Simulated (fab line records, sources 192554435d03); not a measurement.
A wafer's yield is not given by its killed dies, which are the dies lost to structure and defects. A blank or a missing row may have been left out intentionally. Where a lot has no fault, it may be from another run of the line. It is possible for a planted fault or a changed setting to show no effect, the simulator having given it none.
Split-lot study / flow n5Finfet / route with 1938 steps; 7 lots, 21 wafers read

## THE SPLIT
At N5_BEOL_M4_HM_DEP_02 (deposits TiN, target thk 20 nm), the setting targetThkA was moved away from the recipe's 200 angstrom on 4 of the 21 wafers read, by -13.5% to +10.4%. The other wafers ran this setting at the recipe's value.

## FROM THE SPLIT TO THE READING: what the file shows between them, 11 steps
- N5_BEOL_M4_COAT_05: resist thk 30 nm (also split here: spinRpm)
- N5_BEOL_M4_EBR_07
- N5_BEOL_M4_SOFTBAKE_06: time 60 s
- N5_BEOL_M4_EXPOSE_08: exposes mask M4
- N5_BEOL_M4_PEB_09: peb time 60 s
- N5_BEOL_M4_DEVELOP_10: develop time 30 s
- N5_BEOL_M4_DESCUM_16: chemistry O2, time 7 s
- N5_BEOL_M4_ETCH_74: etches underlayer in N2/H2, target depth 6.5 nm, time 5.2 s
- N5_BEOL_M4_ETCH_63: etches SiARC in CF4, target depth 15.6 nm, time 26 s
- N5_BEOL_M4_STRIP_75: strips in N2/H2
- N5_BEOL_M4_STRIP_66: strips in CF4

## THE READING
etch.depthNm (the simulator's own value, which no gauge read), in nm, at N5_BEOL_M4_HM_OPEN_17 (chemistry Cl2/BCl3, target TiN, target depth 20 nm, overetch 6 nm). No usual value for it is given in the file. Here, 17 wafers ran the recipe; their average is 20.09 nm with a standard deviation of 0.24 nm.

wafer=L078.3; tool, chamber at the split=pvdSputter-03, -; targetThkA as run, angstrom=200; against the recipe=recipe; etch.depthNm, nm=20.15; against lot-mates on the recipe=-
wafer=L078.4; tool, chamber at the split=pvdSputter-03, -; targetThkA as run, angstrom=200; against the recipe=recipe; etch.depthNm, nm=19.85; against lot-mates on the recipe=-
wafer=L078.6; tool, chamber at the split=pvdSputter-03, -; targetThkA as run, angstrom=200; against the recipe=recipe; etch.depthNm, nm=19.87; against lot-mates on the recipe=-
wafer=L085.2; tool, chamber at the split=pvdSputter-01, -; targetThkA as run, angstrom=200; against the recipe=recipe; etch.depthNm, nm=19.99; against lot-mates on the recipe=-
wafer=L085.3; tool, chamber at the split=pvdSputter-01, -; targetThkA as run, angstrom=200; against the recipe=recipe; etch.depthNm, nm=20.01; against lot-mates on the recipe=-
wafer=L085.5; tool, chamber at the split=pvdSputter-01, -; targetThkA as run, angstrom=200; against the recipe=recipe; etch.depthNm, nm=19.77; against lot-mates on the recipe=-
wafer=L084.1; tool, chamber at the split=pvdSputter-03, -; targetThkA as run, angstrom=200; against the recipe=recipe; etch.depthNm, nm=20; against lot-mates on the recipe=-
wafer=L084.3; tool, chamber at the split=pvdSputter-03, -; targetThkA as run, angstrom=190; against the recipe=-5.0%; etch.depthNm, nm=18.96; against lot-mates on the recipe=-1.04
wafer=L084.5; tool, chamber at the split=pvdSputter-03, -; targetThkA as run, angstrom=190; against the recipe=-5.0%; etch.depthNm, nm=19.06; against lot-mates on the recipe=-0.94
wafer=L087.1; tool, chamber at the split=pvdSputter-02, -; targetThkA as run, angstrom=200; against the recipe=recipe; etch.depthNm, nm=20.35; against lot-mates on the recipe=-
wafer=L087.2; tool, chamber at the split=pvdSputter-02, -; targetThkA as run, angstrom=200; against the recipe=recipe; etch.depthNm, nm=20.47; against lot-mates on the recipe=-
wafer=L087.6; tool, chamber at the split=pvdSputter-02, -; targetThkA as run, angstrom=200; against the recipe=recipe; etch.depthNm, nm=20.31; against lot-mates on the recipe=-
wafer=L091.1; tool, chamber at the split=pvdSputter-01, -; targetThkA as run, angstrom=173.1; against the recipe=-13.5%; etch.depthNm, nm=17.36; against lot-mates on the recipe=-2.66
wafer=L091.3; tool, chamber at the split=pvdSputter-01, -; targetThkA as run, angstrom=200; against the recipe=recipe; etch.depthNm, nm=20.28; against lot-mates on the recipe=-
wafer=L091.5; tool, chamber at the split=pvdSputter-01, -; targetThkA as run, angstrom=200; against the recipe=recipe; etch.depthNm, nm=19.77; against lot-mates on the recipe=-
wafer=L096.1; tool, chamber at the split=pvdSputter-03, -; targetThkA as run, angstrom=200; against the recipe=recipe; etch.depthNm, nm=20.16; against lot-mates on the recipe=-
wafer=L096.4; tool, chamber at the split=pvdSputter-03, -; targetThkA as run, angstrom=200; against the recipe=recipe; etch.depthNm, nm=20.45; against lot-mates on the recipe=-
wafer=L096.5; tool, chamber at the split=pvdSputter-03, -; targetThkA as run, angstrom=200; against the recipe=recipe; etch.depthNm, nm=20.31; against lot-mates on the recipe=-
wafer=L097.1; tool, chamber at the split=pvdSputter-02, -; targetThkA as run, angstrom=200; against the recipe=recipe; etch.depthNm, nm=19.68; against lot-mates on the recipe=-
wafer=L097.2; tool, chamber at the split=pvdSputter-02, -; targetThkA as run, angstrom=200; against the recipe=recipe; etch.depthNm, nm=20.16; against lot-mates on the recipe=-
wafer=L097.4; tool, chamber at the split=pvdSputter-02, -; targetThkA as run, angstrom=220.8; against the recipe=+10.4%; etch.depthNm, nm=22.08; against lot-mates on the recipe=+2.16

THE FIT
A straight line over all 21 wafers: etch.depthNm changes by +0.201 nm for each +1% of targetThkA; r = +0.96; the points scatter about the line by 0.23 nm.
The same after taking each lot's own level away (the mean of its wafers on the recipe; 21 wafers): +0.201 nm for each +1%; r = +0.99; scatter 0.15 nm.
On that fit, the largest move of targetThkA shifts the reading by 2.7 nm.
Measured against the standard deviation above, the lots' own levels, which go from 19.920 to 20.377 nm, span 1.9 times it.
The two slopes agree, so the slope changes little with the lot-to-lot level.
Check: for one of the wafers moved furthest among these (-13.5%), held out of the fit, the line's prediction against its lot-mates is -2.75 nm. It came out at -2.66 nm against them.

## THESE WAFERS: OTHER SPLITS
Note: prior to the reading, these wafers also went through further splits. Each is held against what the fit with the lots' levels taken away leaves over:
other split on the same wafers=N5_BEOL_M1_ETCH_70 sourceW; wafers away from the commonest value=6; r with etch.depthNm (lot level and that fit taken away)=+0.15
other split on the same wafers=N5_BEOL_M2_ILD_DEP_00 timeS; wafers away from the commonest value=7; r with etch.depthNm (lot level and that fit taken away)=-0.22
other split on the same wafers=N5_BEOL_M2_DEP_57 timeS; wafers away from the commonest value=7; r with etch.depthNm (lot level and that fit taken away)=-0.11
other split on the same wafers=N5_BEOL_M3_COAT_05 spinRpm; wafers away from the commonest value=8; r with etch.depthNm (lot level and that fit taken away)=+0.08
other split on the same wafers=N5_BEOL_M4_COAT_05 spinRpm; wafers away from the commonest value=7; r with etch.depthNm (lot level and that fit taken away)=-0.03

## THE WHOLE CHAIN: every reading that the file lists as answering this split, in the file's order
step=N5_BEOL_M4_HM_DEP_02; what it does=deposits TiN, target thk 20 nm; reading=TiN_of_BEOL_M4_HM_DEP_02.thkNm (the simulator's own value, which no gauge read); change (the file's fit)=+0.197 nm for each +1% of the setting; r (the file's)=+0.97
step=N5_BEOL_M4_HM_OPEN_17; what it does=chemistry Cl2/BCl3, target TiN, target depth 20 nm, overetch 6 nm; reading=etch.depthNm (the simulator's own value, which no gauge read); change (the file's fit)=+0.201 nm for each +1% of the setting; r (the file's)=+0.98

## FILE'S OWN FIT
etch.depthNm changes by +0.201 nm for each +1% of targetThkA, r = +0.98.
